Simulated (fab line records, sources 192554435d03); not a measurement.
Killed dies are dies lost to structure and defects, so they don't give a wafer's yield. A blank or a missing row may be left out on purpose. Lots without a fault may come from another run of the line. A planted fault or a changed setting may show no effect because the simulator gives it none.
Which tool did it? | flow n5_finfet | 12 lots, 35 wafers sampled, at 4 steps of a route of 1938

WHAT THE GAUGES READ, wafer by wafer
N5_BEOL_M11_CD_MEAS_11: target cd 64.1 nm. Usual: cd_nm 64.0 nm, standard deviation 0.73.
lot  | measured     | on        | cd_nm (nm)     | flag
L378 | day 11 22:04 | cd_sem-01 | 62.9 63.3 63.7 |
L376 | day 12 01:08 | cd_sem-03 | 64.0 64.9 63.3 |
L379 | day 12 03:29 | cd_sem-02 | 63.8 63.5 64.0 |
L381 | day 12 06:21 | cd_sem-02 | 65.4 64.8 64.4 |
L377 | day 12 06:37 | cd_sem-01 | 65.2 65.2 65.3 |
L387 | day 13 21:10 | cd_sem-03 | 64.2 64.2 63.7 |
L392 | day 15 08:48 | cd_sem-02 | 63.4 64.7      |
L389 | day 15 09:02 | cd_sem-02 | 64.3 62.3 63.3 |
L394 | day 15 09:11 | cd_sem-01 | 63.1 63.5 63.6 |
L395 | day 16 07:16 | cd_sem-03 | 65.4 64.8 63.7 |
L396 | day 16 08:05 | cd_sem-01 | 64.2 64.8 63.4 |
L397 | day 16 18:03 | cd_sem-02 | 64.5 64.5 65.1 |

N5_BEOL_M11_CD_MEAS_28: target cd 70 nm. Usual: cd_nm 70.6 nm, standard deviation 1.
lot  | measured     | on        | cd_nm (nm)     | flag
L378 | day 11 23:32 | cd_sem-03 | 72.3 69.5 68.6 |
L376 | day 12 02:05 | cd_sem-02 | 70.4 70.3 70.7 |
L379 | day 12 05:08 | cd_sem-02 | 72.0 71.9 71.0 |
L381 | day 12 08:09 | cd_sem-02 | 68.9 69.2 69.7 |
L377 | day 12 07:59 | cd_sem-02 | 69.9 70.4 71.9 |
L387 | day 13 22:29 | cd_sem-03 | 71.4 71.6 70.8 |
L392 | day 15 09:58 | cd_sem-03 | 69.7 70.4      |
L389 | day 15 12:17 | cd_sem-01 | 69.5 68.7 71.4 |
L394 | day 15 12:19 | cd_sem-02 | 72.0 68.9 70.8 |
L395 | day 16 08:15 | cd_sem-01 | 71.9 73.0 70.7 |
L396 | day 16 09:56 | cd_sem-02 | 70.4 70.7 71.9 |
L397 | day 16 19:09 | cd_sem-03 | 69.8 72.1 69.9 |

WHICH TOOL RAN EACH LOT (tool, then ch and the chambers of the sampled wafers, then the start)
lot  | N5_BEOL_M11_STRIP_67               | N5_BEOL_M11_COAT_22
L378 | rie_diel-01 ch 1,3, day 11 22:32   | litho_track-02 ch 0, day 11 23:18
L376 | rie_diel-04 ch 0,1,3, day 12 01:27 | litho_track-02 ch 0, day 12 01:43
L379 | rie_diel-03 ch 0,1,3, day 12 03:49 | litho_track-01 ch 0, day 12 04:54
L381 | rie_diel-03 ch 0,3, day 12 06:40   | litho_track-01 ch 0, day 12 07:37
L377 | rie_diel-01 ch 0,2,3, day 12 06:58 | litho_track-02 ch 0, day 12 07:37
L387 | rie_diel-03 ch 0,1,2, day 13 21:41 | litho_track-01 ch 0, day 13 22:07
L392 | rie_diel-04 ch 1,3, day 15 09:07   | litho_track-02 ch 0, day 15 09:36
L389 | rie_diel-01 ch 2,3, day 15 09:24   | litho_track-01 ch 0, day 15 11:55
L394 | rie_diel-03 ch 0,3, day 15 09:40   | litho_track-02 ch 0, day 15 11:55
L395 | rie_diel-04 ch 0,1, day 16 07:35   | litho_track-03 ch 0, day 16 07:53
L396 | rie_diel-01 ch 1,2,3, day 16 08:25 | litho_track-03 ch 0, day 16 09:41
L397 | rie_diel-03 ch 0,2,3, day 16 18:31 | litho_track-02 ch 0, day 16 18:47
- N5_BEOL_M11_STRIP_67: strips in CF4.
- N5_BEOL_M11_COAT_22: resist thk 90 nm.

WHAT THE TOOLS THEMSELVES READ (means of the sampled wafers that have a number; where no wafer has one, the mark that the record gives instead)
N5_BEOL_M11_STRIP_67. Usual: cf4_flow_sccm 150.0 sccm, standard deviation 0.44; drypump_motor_current_A 5.7 A, standard deviation 0.3; oes_product_au 0.77 a.u., standard deviation 0.07; rf_vpp_V 271.2 V, standard deviation 1.6; showerhead_plenum_p_Torr 1.80 Torr, standard deviation 0.058; throttle_valve_pct 13.65 %, standard deviation 0.21.
lot  | tool        | cf4_flow_sccm (sccm) | drypump_motor_current_A (A) | oes_product_au (a.u.) | rf_vpp_V (V) | showerhead_plenum_p_Torr (Torr) | throttle_valve_pct (%) | flag
L378 | rie_diel-01 | 150.0                | 5.8                         | 0.74                  | 270.0        | 1.72                            | 13.81                  |
L376 | rie_diel-04 | 150.1                | 5.5                         | 0.79                  | 271.0        | 1.79                            | 13.48                  |
L379 | rie_diel-03 | 150.3                | 5.6                         | 0.77                  | 271.8        | 1.82                            | 13.68                  |
L381 | rie_diel-03 | 149.8                | 5.8                         | 0.79                  | 271.5        | 1.85                            | 13.79                  |
L377 | rie_diel-01 | 149.8                | 5.9                         | 0.76                  | 271.1        | 1.80                            | 13.64                  |
L387 | rie_diel-03 | 150.0                | 5.6                         | 0.77                  | 271.6        | 1.83                            | 13.69                  |
L392 | rie_diel-04 | 150.4                | 5.3                         | 0.78                  | 269.8        | 1.77                            | 13.44                  |
L389 | rie_diel-01 | 149.9                | 6.2                         | 0.71                  | 271.2        | 1.80                            | 13.77                  |
L394 | rie_diel-03 | 150.4                | 5.8                         | 0.90                  | 271.5        | 1.81                            | 13.52                  |
L395 | rie_diel-04 | 150.4                | 5.7                         | 0.77                  | 270.9        | 1.78                            | 13.67                  |
L396 | rie_diel-01 | 150.0                | 6.0                         | 0.70                  | 270.2        | 1.75                            | 13.84                  |
L397 | rie_diel-03 | 150.2                | 5.7                         | 0.80                  | 271.7        | 1.83                            | 13.73                  |

N5_BEOL_M11_COAT_22. Usual: exhaust_pa 45.0 Pa, standard deviation 0.77; spin_speed_rpm 1500.1 rpm, standard deviation 1.1.
lot  | tool           | exhaust_pa (Pa) | spin_speed_rpm (rpm) | flag
L378 | litho_track-02 | 45.8            | 1501.5               |
L376 | litho_track-02 | 45.9            | 1500.9               |
L379 | litho_track-01 | 45.0            | 1499.3               |
L381 | litho_track-01 | 45.5            | 1498.7               |
L377 | litho_track-02 | 44.5            | 1499.2               |
L387 | litho_track-01 | 45.8            | 1553.7               | OFF
L392 | litho_track-02 | 45.8            | 1499.6               |
L389 | litho_track-01 | 45.1            | 1553.7               | OFF
L394 | litho_track-02 | 44.4            | 1499.7               |
L395 | litho_track-03 | 44.1            | 1500.0               |
L396 | litho_track-03 | 44.5            | 1500.1               |
L397 | litho_track-02 | 45.0            | 1500.6               |

THE ANSWER, worked out from the rows above alone
Rule: a lot is off if the mean of its wafers that have a number lies more than 3 standard deviations from the usual mean. A lot without any number at a reading at which 4 lots or more have one is off too. The other lots that the step has rows for count as sound. The gauges are gone through in route order, then the tools' own readings, and for those a lot's mean is taken as printed above. The first step at which some lot is off is used, and at that step the reading that is off furthest; a lot without a number counts as furthest.
Off: L387, L389, at N5_BEOL_M11_COAT_22 (spin_speed_rpm).
A tool fits if, at that step or a process step before it, it ran every lot that is off, and no sound lot after the first of them. One fits: litho_track-01 at N5_BEOL_M11_COAT_22. Its last sound lot is L381 (day 12 07:37), its first lot that is off L387 (day 13 22:07): a fault that began between those two fits.
The tool's own readings at N5_BEOL_M11_COAT_22 bear it out: on the lots that are off they differ by more than 5 times the standard deviation of the sound lots' means. spin_speed_rpm reads 1553.7 rpm there against 1500.0 rpm on the sound lots.

WHAT THE SIMULATOR HAD PUT IN
Process parameter drift: litho_track-01, from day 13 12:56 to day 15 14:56, at N5_BEOL_M11_COAT_22. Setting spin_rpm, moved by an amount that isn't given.
Lots struck among those shown: L387, L389. The rule above found the same.
